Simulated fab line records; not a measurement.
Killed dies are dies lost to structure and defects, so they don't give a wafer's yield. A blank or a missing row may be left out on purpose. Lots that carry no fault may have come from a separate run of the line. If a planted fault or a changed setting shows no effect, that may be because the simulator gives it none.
Split-lot experiment :: flow n5-finfet :: 39 wafers read from 7 lots, route of 1938 steps

ABOUT THE SPLIT
At N5_SD_EPI_N_EXPOSE_06 (exposes mask SD N BLK, target cd 120 nm), the setting dose-mj was moved away from the recipe's 39.75 on 12 of the 39 wafers read, by -5.1% to +4.7%. All remaining wafers had this setting at the recipe value.

FROM THE SPLIT TO THE READING: what the file shows between them, 2 steps
- N5_SD_EPI_N_PEB_07: peb time 60 s
- N5_SD_EPI_N_DEVELOP_08: develop time 30 s

THE READING
Shown in nm: cd-nm at N5_SD_EPI_N_CD_MEAS_09, with target cd 120 nm. Typical for fault-free wafers on this fab line: 119.9 nm, with standard deviation 0.57 nm.

wafer: L077.1
tool, chamber at the split: arfi-scanner-01, 0
dose-mj as run: 39.75
against the recipe: recipe
cd-nm, nm: 120.2
against lot-mates on the recipe: -

wafer: L077.2
tool, chamber at the split: arfi-scanner-01, 0
dose-mj as run: 39.75
against the recipe: recipe
cd-nm, nm: 119.5
against lot-mates on the recipe: -

wafer: L077.3
tool, chamber at the split: arfi-scanner-01, 0
dose-mj as run: 39.75
against the recipe: recipe
cd-nm, nm: 120.0
against lot-mates on the recipe: -

wafer: L077.4
tool, chamber at the split: arfi-scanner-01, 0
dose-mj as run: 39.75
against the recipe: recipe
cd-nm, nm: 120.6
against lot-mates on the recipe: -

wafer: L077.5
tool, chamber at the split: arfi-scanner-01, 0
dose-mj as run: 39.75
against the recipe: recipe
cd-nm, nm: 120.0
against lot-mates on the recipe: -

wafer: L077.6
tool, chamber at the split: arfi-scanner-01, 0
dose-mj as run: 39.75
against the recipe: recipe
cd-nm, nm: 120.3
against lot-mates on the recipe: -

wafer: L081.1
tool, chamber at the split: arfi-scanner-02, 0
dose-mj as run: 37.74
against the recipe: -5.1%
cd-nm, nm: 116.2
against lot-mates on the recipe: -3.4

wafer: L081.2
tool, chamber at the split: arfi-scanner-02, 0
dose-mj as run: 37.74
against the recipe: -5.1%
cd-nm, nm: 116.3
against lot-mates on the recipe: -3.3

wafer: L081.3
tool, chamber at the split: arfi-scanner-02, 0
dose-mj as run: 39.75
against the recipe: recipe
cd-nm, nm: 119.4
against lot-mates on the recipe: -

wafer: L081.4
tool, chamber at the split: arfi-scanner-02, 0
dose-mj as run: 39.75
against the recipe: recipe
cd-nm, nm: 119.6
against lot-mates on the recipe: -

wafer: L081.5
tool, chamber at the split: arfi-scanner-02, 0
dose-mj as run: 39.75
against the recipe: recipe
cd-nm, nm: 119.9
against lot-mates on the recipe: -

wafer: L081.6
tool, chamber at the split: arfi-scanner-02, 0
dose-mj as run: 37.74
against the recipe: -5.1%
cd-nm, nm: 115.9
against lot-mates on the recipe: -3.7

wafer: L082.1
tool, chamber at the split: arfi-scanner-01, 0
dose-mj as run: 39.75
against the recipe: recipe
cd-nm, nm: 120.3
against lot-mates on the recipe: -

wafer: L082.2
tool, chamber at the split: arfi-scanner-01, 0
dose-mj as run: 41.02
against the recipe: +3.2%
cd-nm, nm: 122.5
against lot-mates on the recipe: +2.0

wafer: L082.3
tool, chamber at the split: arfi-scanner-01, 0
dose-mj as run: 41.02
against the recipe: +3.2%
cd-nm, nm: 122.5
against lot-mates on the recipe: +2.0

wafer: L082.4
tool, chamber at the split: arfi-scanner-01, 0
dose-mj as run: 41.02
against the recipe: +3.2%
cd-nm, nm: 122.7
against lot-mates on the recipe: +2.2

wafer: L082.5
tool, chamber at the split: arfi-scanner-01, 0
dose-mj as run: 39.75
against the recipe: recipe
cd-nm, nm: 120.8
against lot-mates on the recipe: -

wafer: L082.6
tool, chamber at the split: arfi-scanner-01, 0
dose-mj as run: 39.75
against the recipe: recipe
cd-nm, nm: 120.4
against lot-mates on the recipe: -

wafer: L085.1
tool, chamber at the split: arfi-scanner-03, 0
dose-mj as run: 38.2
against the recipe: -3.9%
cd-nm, nm: 117.1
against lot-mates on the recipe: -2.3

wafer: L085.2
tool, chamber at the split: arfi-scanner-03, 0
dose-mj as run: 38.2
against the recipe: -3.9%
cd-nm, nm: 116.9
against lot-mates on the recipe: -2.5

wafer: L085.3
tool, chamber at the split: arfi-scanner-03, 0
dose-mj as run: 39.75
against the recipe: recipe
cd-nm, nm: 118.9
against lot-mates on the recipe: -

wafer: L085.4
tool, chamber at the split: arfi-scanner-03, 0
dose-mj as run: 39.75
against the recipe: recipe
cd-nm, nm: 119.6
against lot-mates on the recipe: -

wafer: L085.5
tool, chamber at the split: arfi-scanner-03, 0
dose-mj as run: 38.2
against the recipe: -3.9%
cd-nm, nm: 116.6
against lot-mates on the recipe: -2.8

wafer: L085.6
tool, chamber at the split: arfi-scanner-03, 0
dose-mj as run: 39.75
against the recipe: recipe
cd-nm, nm: 119.7
against lot-mates on the recipe: -

wafer: L086.2
tool, chamber at the split: arfi-scanner-02, 0
dose-mj as run: 39.75
against the recipe: recipe
cd-nm, nm: 120.5
against lot-mates on the recipe: -

wafer: L086.5
tool, chamber at the split: arfi-scanner-02, 0
dose-mj as run: 39.75
against the recipe: recipe
cd-nm, nm: 120.2
against lot-mates on the recipe: -

wafer: L086.6
tool, chamber at the split: arfi-scanner-02, 0
dose-mj as run: 39.75
against the recipe: recipe
cd-nm, nm: 119.9
against lot-mates on the recipe: -

wafer: L089.1
tool, chamber at the split: arfi-scanner-02, 0
dose-mj as run: 39.75
against the recipe: recipe
cd-nm, nm: 120.6
against lot-mates on the recipe: -

wafer: L089.2
tool, chamber at the split: arfi-scanner-02, 0
dose-mj as run: 39.75
against the recipe: recipe
cd-nm, nm: 120.5
against lot-mates on the recipe: -

wafer: L089.3
tool, chamber at the split: arfi-scanner-02, 0
dose-mj as run: 39.75
against the recipe: recipe
cd-nm, nm: 120.7
against lot-mates on the recipe: -

wafer: L089.4
tool, chamber at the split: arfi-scanner-02, 0
dose-mj as run: 39.75
against the recipe: recipe
cd-nm, nm: 120.2
against lot-mates on the recipe: -

wafer: L089.5
tool, chamber at the split: arfi-scanner-02, 0
dose-mj as run: 39.75
against the recipe: recipe
cd-nm, nm: 119.8
against lot-mates on the recipe: -

wafer: L089.6
tool, chamber at the split: arfi-scanner-02, 0
dose-mj as run: 39.75
against the recipe: recipe
cd-nm, nm: 120.8
against lot-mates on the recipe: -

wafer: L092.1
tool, chamber at the split: arfi-scanner-01, 0
dose-mj as run: 39.75
against the recipe: recipe
cd-nm, nm: 120.6
against lot-mates on the recipe: -

wafer: L092.2
tool, chamber at the split: arfi-scanner-01, 0
dose-mj as run: 39.75
against the recipe: recipe
cd-nm, nm: 120.2
against lot-mates on the recipe: -

wafer: L092.3
tool, chamber at the split: arfi-scanner-01, 0
dose-mj as run: 39.75
against the recipe: recipe
cd-nm, nm: 120.0
against lot-mates on the recipe: -

wafer: L092.4
tool, chamber at the split: arfi-scanner-01, 0
dose-mj as run: 41.62
against the recipe: +4.7%
cd-nm, nm: 122.4
against lot-mates on the recipe: +2.1

wafer: L092.5
tool, chamber at the split: arfi-scanner-01, 0
dose-mj as run: 41.62
against the recipe: +4.7%
cd-nm, nm: 123.1
against lot-mates on the recipe: +2.8

wafer: L092.6
tool, chamber at the split: arfi-scanner-01, 0
dose-mj as run: 41.62
against the recipe: +4.7%
cd-nm, nm: 123.2
against lot-mates on the recipe: +2.9

FIT RESULTS
A straight line over all 39 wafers: cd-nm changes by +0.734 nm for each +1% of dose-mj; r = +0.97; the points scatter about the line by 0.47 nm.
The same after taking each lot's own level away (the mean of its wafers on the recipe; 39 wafers): +0.636 nm for each +1%; r = +0.98; scatter 0.31 nm.
On that fit, the largest move of dose-mj shifts the reading by 3.2 nm.
From 119.40 to 120.50 nm: that is the span of the lots' own levels, equal to 1.9 times the standard deviation above.
So the lot-to-lot level changes the slope: the two fits differ.
Check: -3.24 nm against its lot-mates is what the line predicts for one of the wafers moved furthest among these (-5.1%) when that wafer is left out of the fit. It came out at -3.43 nm against them.

OTHER SPLITS APPLIED TO THESE WAFERS
Before the reading, these wafers also passed through other splits. Each is held against what the fit with the lots' levels taken away leaves over:
other split on the same wafers: N5_FIN_SAQP_EXPOSE_13 dose-mj
wafers away from the commonest value: 12
r with cd-nm (lot level and that fit taken away): +0.36

other split on the same wafers: N5_FIN_CUT_CUT_ETCH_15 time-s
wafers away from the commonest value: 15
r with cd-nm (lot level and that fit taken away): +0.10

THE WHOLE CHAIN: every reading that the file lists as answering this split, in the file's order
step: N5_SD_EPI_N_CD_MEAS_09
what it does: target cd 120 nm
reading: cd-nm
change (the file's fit): +0.638 nm for each +1% of the setting
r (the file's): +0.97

step: N5_SD_EPI_N_DESCUM_14
what it does: chemistry O2, time 7.9 s
reading: SD_EPI_N.cd-nm (the simulator's own value, which no gauge read)
change (the file's fit): +0.647 nm for each +1% of the setting
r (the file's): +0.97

step: N5_SD_EPI_N_ETCH_34
what it does: etches SiARC in CF4, target depth 45.5 nm, time 75.8 s
reading: SD_EPI_N.cd-nm (the simulator's own value, which no gauge read)
change (the file's fit): +0.639 nm for each +1% of the setting
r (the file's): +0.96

step: N5_SD_EPI_N_ETCH_35
what it does: etches SOC in N2/H2, overetch 108 nm, time 486 s
reading: SD_EPI_N.cd-nm (the simulator's own value, which no gauge read)
change (the file's fit): +0.588 nm for each +1% of the setting
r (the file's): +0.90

step: N5_SD_EPI_N_ETCHBACK_44
what it does: etches SiNx in CH3F/O2, stops on SiO2, target depth 14.5 nm
reading: SD_EPI_N.cd-nm (the simulator's own value, which no gauge read)
change (the file's fit): +0.575 nm for each +1% of the setting
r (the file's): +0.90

step: N5_SD_EPI_N_ETCH_45
what it does: etches SiOCN in CH3F/O2, target depth 6 nm
reading: SD_EPI_N.cd-nm (the simulator's own value, which no gauge read)
change (the file's fit): +0.583 nm for each +1% of the setting
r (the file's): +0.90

THE FILE'S OWN FIT
cd-nm changes by +0.638 nm for each +1% of dose-mj, r = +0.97.
